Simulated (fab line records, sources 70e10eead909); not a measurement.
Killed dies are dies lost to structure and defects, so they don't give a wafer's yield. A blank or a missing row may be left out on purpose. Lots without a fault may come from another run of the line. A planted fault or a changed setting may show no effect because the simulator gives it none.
fab line records | flow nand_harc
record lots=13 wafers=37 last_day=25
route steps=1159 shown A_SLIT@791 A_WL_FILL@810 A_CONTACT@842
lots that met no fault: from a run of the same line without faults
start_h: hours from the record's first day to the start of the lot's first wafer shown | wait_h: hours since the lot's step before | " the same as in the row above | L1.1+2: a row that stands for several wafers | - no value, or no start given | * or withheld: withheld | < > ~ a bound
route shown NAME@n: a module of which the file shows steps, and the number in the route of the first | usual: mean/standard deviation of fault-free wafers | same: alike in all rows | chamber/n: place in a boat | sites: the reading at each site | _std_site: their standard deviation | _edge_site: outer sites' mean less inner sites' | radius_mm: how far each site lies from the wafer's centre | mask NAME#n: copy n | behind: the tool/chamber that last shaped the wafer | hold: why the lot was held/for how many hours/how that ended | device: the transistor (n, p or np) that didn't switch | end of line: the same wafers' tests at the end of the route | a step without rows: its recipe alone | killed: dies lost to structure and defects at the first sort, not the wafer's yield | map: a wafer's dies, x killed, . not, _ none there
set.NAME: the setting as run; set.NAME@STEP: as run at that earlier step | model.NAME: the simulator's own value behind a step, which no gauge read
steps of the route over a sample of lots; a table a step, a row a wafer
services: from which hour (start_h, from the record's first day; less than 0 if before it) a tool's chamber was out of use, for how many hours, and why
## steps
# step NHARC_A_SLIT_OVL_MEAS_10
# usual overlay_x_nm=0.1/0.86 overlay_y_nm=-0.2/0.87
# columns lot.wafer tool chamber start_h wait_h overlay_x_nm overlay_y_nm
L157.1 overlay-02 - 306.90 - -0.6 0.2
L157.3 " - " " -0.6 0.6
L157.6 " - " " -0.1 0.0
L160.3 overlay-01 - 329.57 - 0.3 1.1
L160.4 " - " " 0.4 0.5
L160.6 " - " " 0.6 1.0
L159.4 overlay-01 - 330.32 - -0.3 -0.9
L159.6 " - " " 0.0 -0.6
L158.2 overlay-02 - 331.24 - -0.1 -1.2
L158.3 " - " " -0.3 -1.0
L158.5 " - " " -0.6 -0.9
L161.4 overlay-02 - 344.67 - 0.2 -0.4
L161.5 " - " " 0.3 -0.7
L162.2 overlay-02 - 345.70 - -1.1 0.0
L162.3 " - " " -0.3 -0.3
L162.4 " - " " -0.9 0.1
L169.1 overlay-01 - 401.90 - 0.9 1.2
L169.3 " - " " 1.5 1.2
L169.6 " - " " 1.4 1.0
L173.2 overlay-02 - 411.13 - -0.7 -1.8
L173.5 " - " " -1.3 -1.3
L173.6 " - " " -1.5 -1.3
L172.1 overlay-01 - 412.96 - -0.3 -0.6
L172.3 " - " " -0.1 -0.5
L172.6 " - " " 0.7 -1.6
L176.1 overlay-01 - 441.12 - -1.7 0.6
L176.5 " - " " -1.5 -0.6
L176.6 " - " " -1.2 0.8
L178.1 overlay-02 - 441.27 - 0.4 -0.2
L178.3 " - " " 0.1 -0.4
L178.4 " - " " 0.4 -0.5
L177.1 overlay-02 - 442.05 - -1.4 -0.2
L177.2 " - " " -0.9 0.0
L177.4 " - " " -0.9 0.1
L179.2 overlay-02 - 462.89 - 1.7 0.0
L179.5 " - " " 1.0 -0.1
L179.6 " - " " 1.4 -0.2
# step NHARC_A_WL_FILL_RTA_01
# recipe temp_c=1000 time_s=5
# usual lamp_power_pct=29.7/2.4 lamp_zone_2_pct=29.7/2.4 wafer_temp_C_max=1005.8/1.2
# columns lot.wafer tool chamber start_h wait_h lamp_power_pct lamp_zone_2_pct wafer_temp_C_max
L157.1 rtp_anneal-02 0 320.03 - 27.1 27.0 1007.3
L157.3 " 0 " " 27.0 27.0 1006.1
L157.6 " 0 " " 27.1 27.0 1007.0
L158.2 rtp_anneal-02 0 341.30 - 27.1 27.0 1005.6
L158.3 " 0 " " 26.9 27.0 1003.7
L158.5 " 0 " " 27.0 26.9 1005.8
L160.3 rtp_anneal-01 0 341.34 - 31.9 31.9 1005.2
L160.4 " 0 " " 31.9 32.0 1006.6
L160.6 " 0 " " 31.9 31.9 1008.3
L159.4 rtp_anneal-02 0 341.53 - 27.0 27.0 1004.6
L159.6 " 0 " " 27.1 27.1 1006.5
L162.2 rtp_anneal-02 0 358.16 - 27.0 27.0 1006.5
L162.3 " 0 " " 27.0 27.0 1005.5
L162.4 " 0 " " 27.0 27.0 1005.6
L161.4 rtp_anneal-02 0 358.39 - 27.0 27.0 1005.9
L161.5 " 0 " " 27.0 27.0 1006.0
L169.1 rtp_anneal-01 0 418.34 0.3 31.9 31.9 1007.9
L169.3 " 0 " " 31.9 31.9 1006.2
L169.6 " 0 " " 31.9 31.9 1006.4
L172.1 rtp_anneal-02 0 422.85 - 27.0 27.0 1005.2
L172.3 " 0 " " 27.0 27.0 1004.9
L172.6 " 0 " " 27.0 27.0 1004.2
L173.2 rtp_anneal-01 0 423.01 0.3 31.9 31.9 1005.6
L173.5 " 0 " " 31.9 31.9 1006.7
L173.6 " 0 " " 32.0 31.9 1006.9
L176.1 rtp_anneal-01 0 453.25 - 31.9 31.9 1009.2
L176.5 " 0 " " 31.9 31.9 1010.1
L176.6 " 0 " " 31.9 31.9 1006.7
L177.1 rtp_anneal-02 0 453.27 - 27.0 27.0 1004.9
L177.2 " 0 " " 27.0 27.0 1003.9
L177.4 " 0 " " 27.0 27.1 1004.3
L178.1 rtp_anneal-01 0 453.42 - 31.9 31.9 1005.4
L178.3 " 0 " " 31.9 31.9 1005.4
L178.4 " 0 " " 32.0 31.9 1005.5
L179.2 rtp_anneal-01 0 473.56 - 31.9 32.0 1006.9
L179.5 " 0 " " 31.9 31.9 1006.9
L179.6 " 0 " " 31.9 31.9 1006.4
# step NHARC_A_WL_FILL_CVD_20
# recipe target_thk_a=750 temp_c=300 pressure_torr=40 wf6_flow_sccm=40 h2_flow_sccm=1600 ar_flow_sccm=1560 time_s=5064 material=W
# usual heater_power_w=500/36 mfc_wf6_sccm=40.02/0.12 throttle_valve_pct=7.87/0.2
# columns lot.wafer tool chamber start_h wait_h heater_power_w mfc_wf6_sccm throttle_valve_pct
L157.1 cvd_w-02 0 352.63 - 541 39.90 7.94
L157.3 " 1 " " 455 39.99 8.20
L157.6 " 0 355.50 - 541 40.02 7.36
L158.2 cvd_w-02 1 365.90 - 459 39.89 8.14
L158.3 " 0 " " 544 39.91 7.73
L158.5 " 1 368.77 - 463 39.91 8.19
L160.3 cvd_w-01 0 370.54 - 542 40.08 7.53
L160.4 " 0 371.97 - 553 40.13 7.60
L160.6 " 0 374.83 - 540 40.15 7.61
L159.4 cvd_w-02 0 375.27 - 528 40.26 8.05
L159.6 " 1 377.41 - 461 39.96 8.09
L162.2 cvd_w-01 0 387.78 - 552 40.16 7.40
L162.3 " 0 389.18 - 551 40.22 7.60
L162.4 " 0 390.58 - 540 40.20 7.30
L161.4 cvd_w-02 1 395.43 - 477 40.16 7.81
L161.5 " 0 397.56 - 510 40.03 7.61
L169.1 cvd_w-01 1 443.93 - 447 40.06 7.87
L169.3 " 0 446.08 - 547 39.91 7.62
L169.6 " 1 " " 443 40.07 7.85
L173.2 cvd_w-01 1 448.97 - 432 40.18 8.01
L173.5 " 1 451.85 - 443 39.97 7.99
L173.6 " 0 " " 537 39.96 7.56
L172.1 cvd_w-01 1 453.97 - 445 40.15 7.84
L172.3 " 1 455.35 - 451 40.00 7.71
L172.6 " 0 " " 551 40.15 7.97
L176.1 cvd_w-02 1 480.65 - 480 40.12 7.86
L176.6 " 0 482.83 - 514 40.05 7.99
L176.5 " 1 " " 494 40.07 7.91
L177.1 cvd_w-02 0 484.28 - 507 39.84 7.99
L177.2 " 1 " " 480 40.09 8.18
L177.4 " 0 " " 507 39.96 7.77
L178.1 cvd_w-02 0 488.55 - 521 39.86 8.03
L178.4 " 0 489.97 - 517 39.78 7.83
L178.3 " 1 " " 476 40.08 8.11
L179.2 cvd_w-02 1 499.55 - 478 39.98 7.97
L179.6 " 1 502.45 - 488 39.96 8.07
L179.5 " 0 " " 514 40.03 7.64
# step NHARC_A_WL_FILL_CMP_12
# recipe t_overpolish_s=30 target_thk_nm=75
# usual motor_current_A=12.0/1.5 overpolish_run_s=30.000/0.0096 time_to_endpoint_s=15.0/2.7
# columns lot.wafer tool chamber start_h wait_h motor_current_A overpolish_run_s time_to_endpoint_s
L157.1 cmp-04 2 356.98 3.6 13.2 30.010 15.4
L157.3 " 1 " " 13.4 30.005 15.7
L157.6 " 2 " " 13.0 29.981 16.3
L158.2 cmp-01 2 370.25 3.6 11.1 30.011 12.9
L158.3 " 0 " " 11.4 29.999 12.2
L158.5 " 2 " " 11.0 29.986 14.2
L160.3 cmp-02 2 377.05 5.1 11.7 30.012 11.8
L160.4 " 3 " " 9.4 29.987 9.4
L160.6 " 1 " " 14.1 29.988 10.7
L159.4 cmp-04 2 378.91 2.9 12.8 29.992 3.7
L159.6 " 1 " " 13.5 29.977 5.1
L162.3 cmp-04 3 395.56 5.0 14.0 30.011 14.7
L162.4 " 0 " " 12.6 30.010 13.9
L162.2 " 1 " " 13.2 29.996 17.7
L161.4 cmp-02 3 399.05 2.9 9.9 29.990 2.2
L161.5 " 1 " " 13.7 30.009 14.3
L169.1 cmp-01 3 449.02 4.4 13.4 29.995 17.1
L169.3 " 0 " " 12.1 29.990 13.3
L169.6 " 2 " " 10.6 30.004 14.0
L173.2 cmp-01 2 454.10 4.4 10.8 30.018 13.2
L173.5 " 3 " " 13.3 29.990 17.5
L173.6 " 0 " " 11.5 29.987 13.8
L172.1 cmp-01 1 458.20 - 10.1 29.999 19.6
L172.3 " 2 " " 10.6 30.001 13.8
L172.6 " 0 " " 11.4 30.005 13.8
L176.1 cmp-02 0 485.10 3.7 12.9 29.984 14.0
L176.5 " 1 " " 14.3 30.001 14.0
L176.6 " 2 " " 11.6 30.018 10.9
L177.2 cmp-01 0 489.31 3.6 11.3 30.007 13.1
L177.4 " 1 " " 10.1 30.000 17.8
L177.1 " 2 " " 10.4 30.019 8.9
L178.3 cmp-01 3 493.56 2.2 13.1 29.994 14.8
L178.4 " 0 " " 11.9 29.993 14.6
L178.1 " 2 " " 10.4 30.007 13.6
L179.2 cmp-04 1 504.69 4.4 12.9 30.002 14.2
L179.5 " 3 " " 14.2 29.999 12.0
L179.6 " 0 " " 13.1 29.997 12.6
# step NHARC_A_CONTACT_DEP_28
# recipe target_thk_a=36000 temp_c=400 material=aC
# usual throttle_valve_pct=34.998/0.0094
# columns lot.wafer tool chamber start_h wait_h throttle_valve_pct
L157.1 acl_dep-01 0 363.33 5.2 34.999
L157.3 " 0 " " 34.997
L157.6 " 0 365.16 7.1 34.992
L158.2 acl_dep-01 0 371.76 0.4 34.994
L158.3 " 0 " " 34.997
L158.5 " 0 " " 35.000
L160.3 acl_dep-02 0 380.72 2.6 34.996
L160.4 " 0 " " 35.013
L160.6 " 0 " " 34.997
L159.4 acl_dep-03 0 382.85 2.9 35.003
L159.6 " 0 " " 34.998
L162.2 acl_dep-02 0 397.31 0.7 35.010
L162.3 " 0 " " 34.985
L162.4 " 0 " " 34.999
L161.4 acl_dep-03 0 404.40 4.3 35.003
L161.5 " 0 " " 35.004
L169.1 acl_dep-02 0 450.10 0.1 35.015
L169.3 " 0 " " 35.010
L169.6 " 0 451.94 1.9 34.999
L173.2 acl_dep-03 0 455.56 0.4 34.995
L173.5 " 0 456.66 1.5 34.991
L173.6 " 0 " " 35.009
L172.1 acl_dep-02 0 461.08 1.6 35.000
L172.3 " 0 " " 35.007
L172.6 " 0 462.94 3.5 35.013
L176.1 acl_dep-02 0 486.90 0.4 34.991
L176.5 " 0 488.36 1.9 35.015
L176.6 " 0 " " 35.008
L177.1 acl_dep-02 0 490.45 0.1 34.993
L177.2 " 0 " " 35.003
L177.4 " 0 " " 34.993
L178.1 acl_dep-01 0 494.69 0.1 35.007
L178.3 " 0 " " 34.990
L178.4 " 0 " " 35.002
L179.2 acl_dep-03 0 506.85 1.1 34.987
L179.5 " 0 507.94 2.2 34.986
L179.6 " 0 " " 34.992
## services
# columns tool chamber start_h hours kind
cvd_w-01 - 297.69 13.0 pm
rtp_anneal-02 - 300.00 12.0 pm
cmp-04 - 301.25 4.0 pm
cvd_w-01 1 320.61 75.2 repair
cmp-02 - 324.50 4.0 pm
cmp-01 - 337.01 5.5 repair
cmp-04 - 345.44 4.4 repair
acl_dep-02 - 352.33 13.0 pm
cmp-01 - 375.55 4.0 pm
cvd_w-02 - 381.02 13.0 pm
cvd_w-02 0 381.02 13.0 vent_cycle
cvd_w-02 1 381.02 13.0 vent_cycle
cmp-01 - 381.48 2.6 repair
cmp-04 - 399.39 4.0 pm
acl_dep-03 - 406.55 13.0 pm
cmp-02 - 422.60 4.0 pm
cmp-01 - 425.09 2.2 repair
cmp-02 - 446.13 1.7 repair
cmp-01 - 454.98 1.2 repair
cmp-01 - 473.55 4.0 pm
acl_dep-01 - 477.47 13.0 pm
cvd_w-01 - 479.65 13.0 pm
cmp-02 - 480.82 2.7 repair
cmp-04 - 497.39 4.0 pm
## key
first_sign step=NHARC_A_WL_FILL_CMP_12 reading=time_to_endpoint_s direction=down sigmas=4.2 usual=* struck=*
effect none on later readings
met_at NHARC_A_WL_FILL_CVD_20
struck_lots L159,L161
struck_wafers L159.4,L159.6,L161.4
tester_left_out L159,L161
not_acting_at NHARC_A_SLIT_OVL_MEAS_10,NHARC_A_WL_FILL_RTA_01,NHARC_A_CONTACT_DEP_28
onset_between 365.90 375.27
fault kind=process_parameter_drift tool=cvd_w-02 chamber=- onset_h=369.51 steps=NHARC_A_WL_FILL_CVD_20 channel=target_thk_a offset=* shape=step end_h=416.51 scope=struck_wafers_only acts_in=* stated=*
# tester_left_out: of these lots the tester's yield and bins aren't shown, on N5 and GAA mostly nor the transistor test; their killed dies are dies lost to structure and defects alone, not to doping, threshold or leakage, so they don't give the yield
